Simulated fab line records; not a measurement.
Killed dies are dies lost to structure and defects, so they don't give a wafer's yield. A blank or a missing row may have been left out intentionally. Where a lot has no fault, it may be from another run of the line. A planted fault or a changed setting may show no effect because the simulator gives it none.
Chamber matching / flow n5 finfet / N5_GATE_CUT_ALD_22 on ald sin-04: 4 sister chambers
The step deposits SiNx, target thk 16 nm, pulse time 1 s, ald cycles 320. 8 wafers are shown with their chamber, then 7 later ones without.

## WAFERS WITH THEIR CHAMBER
wafer=L086.1; chamber=3; heater power w (W)=690; precursor pulse height rel=0.996
wafer=L086.5; chamber=0; heater power w (W)=832; precursor pulse height rel=0.983
wafer=L087.2; chamber=1; heater power w (W)=923; precursor pulse height rel=1.012
wafer=L088.1; chamber=2; heater power w (W)=879; precursor pulse height rel=1.020
wafer=L088.3; chamber=3; heater power w (W)=689; precursor pulse height rel=1.061
wafer=L088.5; chamber=2; heater power w (W)=900; precursor pulse height rel=1.006
wafer=L091.1; chamber=0; heater power w (W)=813; precursor pulse height rel=1.032
wafer=L091.2; chamber=1; heater power w (W)=934; precursor pulse height rel=1.001

## WAFERS WHOSE CHAMBER IS MISSING
wafer=L091.3; heater power w (W)=851; precursor pulse height rel=0.953
wafer=L091.4; heater power w (W)=685; precursor pulse height rel=0.970
wafer=L091.5; heater power w (W)=819; precursor pulse height rel=1.005
wafer=L091.6; heater power w (W)=681; precursor pulse height rel=0.996
wafer=L095.1; heater power w (W)=812; precursor pulse height rel=0.974
wafer=L095.3; heater power w (W)=878; precursor pulse height rel=1.047
wafer=L095.5; heater power w (W)=930; precursor pulse height rel=0.973

## WHICH CHAMBER EACH ONE RAN IN
wafer=L091.3; from the rows above=can't be placed: 0 or 2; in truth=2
wafer=L091.4; from the rows above=3; in truth=3
wafer=L091.5; from the rows above=0; in truth=0
wafer=L091.6; from the rows above=3; in truth=3
wafer=L095.1; from the rows above=0; in truth=0
wafer=L095.3; from the rows above=2; in truth=2
wafer=L095.5; from the rows above=1; in truth=1
Correctly placed: 6 of 7. Unplaceable from these rows: 1, with the true chamber sitting among the candidates in 1. Placed wrongly: 0.
How it was worked out, from the rows above alone: a wafer's distance from a chamber is the root of the sum, over the readings, of the square of ((its reading less the chamber's mean) divided by the reading's scatter). If the next closest chamber is less than 2 further off than the closest, the wafer can't be placed; otherwise it belongs to the closest. The mean given for a chamber averages the wafers shown for that chamber. How the scatter is found: for the shown wafers, subtract from each reading the mean of its chamber, square and add these, divide the total by (wafers less chambers), then take the root.
